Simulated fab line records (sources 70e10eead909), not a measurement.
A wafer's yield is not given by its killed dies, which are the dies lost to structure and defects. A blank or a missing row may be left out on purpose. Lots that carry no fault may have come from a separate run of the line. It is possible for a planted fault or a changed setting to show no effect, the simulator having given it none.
Chamber matching | flow nand harc | NHARC_P_CONTACT_CMP_24 on cmp-01 has 4 sister chambers
The step polishes, t overpolish 30 s, target thk 200 nm. 8 wafers are shown with their chamber, then 10 later ones without.

WAFERS PAIRED WITH THEIR CHAMBERS
wafer  | chamber | motor current A (A) | overpolish run s (s)
L085.6 | 3       | 14.4                | 29.967
L088.1 | 2       | 14.2                | 29.990
L088.6 | 0       | 11.0                | 29.988
L091.3 | 1       | 12.2                | 30.015
L091.5 | 1       | 12.6                | 30.007
L091.6 | 2       | 15.4                | 30.002
L091.1 | 0       | 10.0                | 29.999
L091.2 | 3       | 15.4                | 29.990

WAFERS MISSING THEIR CHAMBER
wafer  | motor current A (A) | overpolish run s (s)
L091.4 | 14.8                | 29.996
L094.2 | 14.9                | 29.996
L094.3 | 9.8                 | 30.011
L094.4 | 14.3                | 30.011
L095.1 | 14.7                | 29.983
L095.2 | 14.0                | 29.987
L095.3 | 13.1                | 30.008
L097.2 | 10.3                | 30.006
L097.4 | 15.9                | 29.989
L097.6 | 11.7                | 29.993

THE CHAMBER EACH PASSED THROUGH
wafer  | from the rows above          | in truth
L091.4 | can't be placed: 2 or 3      | 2
L094.2 | can't be placed: 2 or 3      | 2
L094.3 | can't be placed: 0 or 1      | 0
L094.4 | can't be placed: 2 or 1 or 3 | 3
L095.1 | can't be placed: 3 or 2      | 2
L095.2 | can't be placed: 2 or 3 or 1 | 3
L095.3 | can't be placed: 1 or 2      | 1
L097.2 | can't be placed: 0 or 1      | 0
L097.4 | can't be placed: 2 or 3      | 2
L097.6 | can't be placed: 0 or 1      | 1
Correct placement for 0 of the 10. These rows do not allow placing 10 (true chamber among the candidates in 10). 0 placed wrongly.
How it was worked out, from the rows above alone: a wafer's distance from a chamber is the root of the sum, over the readings, of the square of ((its reading less the chamber's mean) divided by the reading's scatter). If the next closest chamber is less than 2 further off than the closest, the wafer can't be placed; otherwise it belongs to the closest. For every chamber, the mean is computed from those of its wafers that are shown. The scatter is the square root of a quotient: the sum, over the shown wafers, of each reading's squared deviation from its chamber's mean, divided by wafers minus chambers.
